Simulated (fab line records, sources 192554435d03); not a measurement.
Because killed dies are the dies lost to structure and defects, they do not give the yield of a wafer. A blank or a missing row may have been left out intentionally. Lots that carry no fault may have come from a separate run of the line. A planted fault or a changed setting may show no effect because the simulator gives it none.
A struck lot beside a sound one ; flow n5Finfet ; 15 out of 1938 route steps
Sound: the wafers L749.1, L749.2, L749.5. Struck: wafers L758.1, L758.2, L758.5. The cause is given at the end.
For every step that has rows: the tool of each side, followed by ch and its chambers, followed by its first start. Under that, the readings that differ: sound wafers ; struck wafers ; difference of the means ; sigmas: that difference in standard deviations of wafers without a fault.
alike: a reading whose means differ by less than 2 such deviations, as well as words and numbers matching on both sides. not compared: withheld readings; readings where some wafer has no value; bounds like >300 that might hide an equal value; numbers whose values overlap and for which the record gives no deviation.
A row with sigmas, a row that says differs or no value, or rows on one side alone: a step with any of these is where the two part. Numbers that don't overlap but have no deviation are shown without sigmas and don't part them. A reading missing from all wafers of one side parts the sides only when that side holds two or more wafers.

N5_BEOL_M11_CMP_52: polishes, stops on SiCOH lowk, t overpolish 7 s, target thk 140 nm.
  sound on cmp-02 ch 0,1,3, day 10 06:00; struck on cmp-02 ch 2,3, day 13 01:29
  alike: barrierFieldEndpointS, clearingPlatenDownForcePsi, motorCurrentA, overpolishRunS, timeToEndpointS
N5_BEOL_M11_THK_MEAS_53: measures by xrf.
  sound: filmMetro-02 at day 10 06:16; struck: filmMetro-01 at day 13 01:44
reading;sound;struck;difference;sigmas
M11_THK (nm);133 132 133;138 142 143;+8;+2
then, 1 step without rows for these wafers: N5_BEOL_M11_PRE_CLEAN_55 (time 15 s).
N5_BEOL_M11_DEP_56: deposits SiCN from 3MS/NH3, target thk 30 nm, time 10.5 s.
  sound on pecvd-02 ch 0,2, day 10 06:19; struck on pecvd-02 ch 0,1,2, day 13 01:48
  alike: showerheadPlenumPTorr, showerheadVppV, throttleValvePct
N5_BEOL_M11_RS_MEAS_57: measures by four-point-probe.
  sound: filmMetro-02 at day 10 06:23; struck: filmMetro-01 at day 13 01:52
reading;sound;struck;difference;sigmas
M11_RS (ohm/sq);0.153 0.155 0.154;0.148 0.143 0.143;-0.009;-2
N5_BEOL_M11_INSPECT_58: inspects for defects (darkfield).
  sound: defectInspect-01 at day 10 06:25; struck: defectInspect-01 at day 13 01:53
  alike: rawDefectCount
N5_BEOL_M12_ILD_DEP_00: deposits SiOC from DEMS/O2, target thk 658.92 nm, time 130.7 s.
  sound on pecvd-01 ch 0,1, day 10 06:27; struck on pecvd-03 ch 0,2, day 13 01:56
  alike: heaterPowerW, showerheadPlenumPTorr, showerheadVppV, throttleValvePct
N5_BEOL_M12_THK_MEAS_01:
  sound: filmMetro-01 at day 10 06:38; struck: filmMetro-02 at day 13 02:04
  alike: M12_ILD_THK
then, 4 steps without rows for these wafers: N5_BEOL_M12_COAT_58 (time 60 s, resist thk 89 nm); N5_BEOL_M12_COAT_04 (resist thk 400 nm); N5_BEOL_M12_EBR_06; N5_BEOL_M12_SOFTBAKE_05 (time 60 s).
N5_BEOL_M12_EXPOSE_07: exposes mask V11.
  sound on krfScanner-01 ch 0, day 10 06:46; struck on krfScanner-02 ch 0, day 13 02:19
reading;sound;struck;difference;sigmas
exposureDoseMJCm2;32.47 32.49 32.50;33.44 33.39 33.43;+0.93;+31
  alike: mask
then, 1 step without rows for these wafers: N5_BEOL_M12_PEB_08 (peb time 90 s).
N5_PASSIVATION_PROBE_49:
  record: rows for the struck wafers here (prober-02, day 14 19:35), none for the sound ones

== WHERE THEY PART ==
First at N5_BEOL_M11_THK_MEAS_53; last, within this record, at N5_PASSIVATION_PROBE_49.

WHY: whatever the simulator had introduced
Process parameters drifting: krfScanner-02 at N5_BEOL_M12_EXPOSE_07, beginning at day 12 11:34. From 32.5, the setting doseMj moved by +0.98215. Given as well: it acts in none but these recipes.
